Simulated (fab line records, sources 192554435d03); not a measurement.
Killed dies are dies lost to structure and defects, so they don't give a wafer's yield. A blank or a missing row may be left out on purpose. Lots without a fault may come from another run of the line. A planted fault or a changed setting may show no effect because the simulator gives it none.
Chamber matching | flow n5_finfet | N5_MOL_CONTACT_COAG_ETCH_110 on rie_diel-01: 4 sister chambers
The step etches Si in CF4/O2, target depth 2.5 nm, time 8 s. 14 wafers are shown with their chamber, then 7 later ones without.

WAFERS WITH THEIR CHAMBER
wafer  | chamber | showerhead_plenum_p_Torr (Torr) | drypump_motor_current_A (A) | throttle_valve_pct (%)
L079.1 | 1       | 2.36                            | 5.7                         | 10.68
L079.2 | 3       | 2.26                            | 5.7                         | 10.98
L079.3 | 0       | 2.09                            | 6.1                         | 11.01
L081.2 | 1       | 2.36                            | 5.7                         | 10.70
L081.3 | 0       | 2.09                            | 6.0                         | 11.02
L081.5 | 3       | 2.26                            | 5.7                         | 10.99
L085.1 | 3       | 2.26                            | 5.7                         | 11.01
L085.2 | 0       | 2.09                            | 6.0                         | 11.04
L085.3 | 1       | 2.36                            | 5.7                         | 10.70
L087.2 | 3       | 2.25                            | 5.7                         | 11.03
L087.3 | 1       | 2.36                            | 5.7                         | 10.73
L087.4 | 2       | 2.24                            | 5.2                         | 10.38
L088.3 | 2       | 2.24                            | 5.2                         | 10.38
L088.4 | 3       | 2.25                            | 5.7                         | 11.03

SIGNATURES (means of the wafers above)
reading                  | chamber 0 | chamber 1 | chamber 2 | chamber 3 | scatter within a chamber
showerhead_plenum_p_Torr | 2.0900    | 2.3600    | 2.2400    | 2.2560    | 0.00346
drypump_motor_current_A  | 6.033     | 5.700     | 5.200     | 5.700     | 0.0258
throttle_valve_pct       | 11.0233   | 10.7025   | 10.3800   | 11.0080   | 0.0195
Rule: a wafer's distance from a chamber is the root of the sum, over the readings, of the square of ((its reading less the chamber's mean) divided by the reading's scatter). The wafer belongs to the nearest chamber; if the next one is less than 2 further off, it can't be placed. The scatter: the root of (the sum of the squares of (reading less its chamber's mean) over the shown wafers, divided by (wafers less chambers)).

WAFERS WITHOUT THEIR CHAMBER
wafer  | showerhead_plenum_p_Torr (Torr) | drypump_motor_current_A (A) | throttle_valve_pct (%)
L088.5 | 2.36                            | 5.7                         | 10.73
L089.2 | 2.24                            | 5.2                         | 10.40
L089.4 | 2.08                            | 6.0                         | 11.07
L089.5 | 2.25                            | 5.7                         | 11.04
L093.2 | 2.25                            | 5.7                         | 11.08
L093.4 | 2.24                            | 5.2                         | 10.41
L093.6 | 2.25                            | 5.7                         | 11.08

WHICH CHAMBER EACH WENT THROUGH
wafer  | from the rows above | in truth
L088.5 | 1                   | 1
L089.2 | 2                   | 2
L089.4 | 0                   | 0
L089.5 | 3                   | 3
L093.2 | 3                   | 3
L093.4 | 2                   | 2
L093.6 | 3                   | 3
Placed correctly: 7 of 7. Can't be placed from these rows: 0. Placed wrongly: 0.
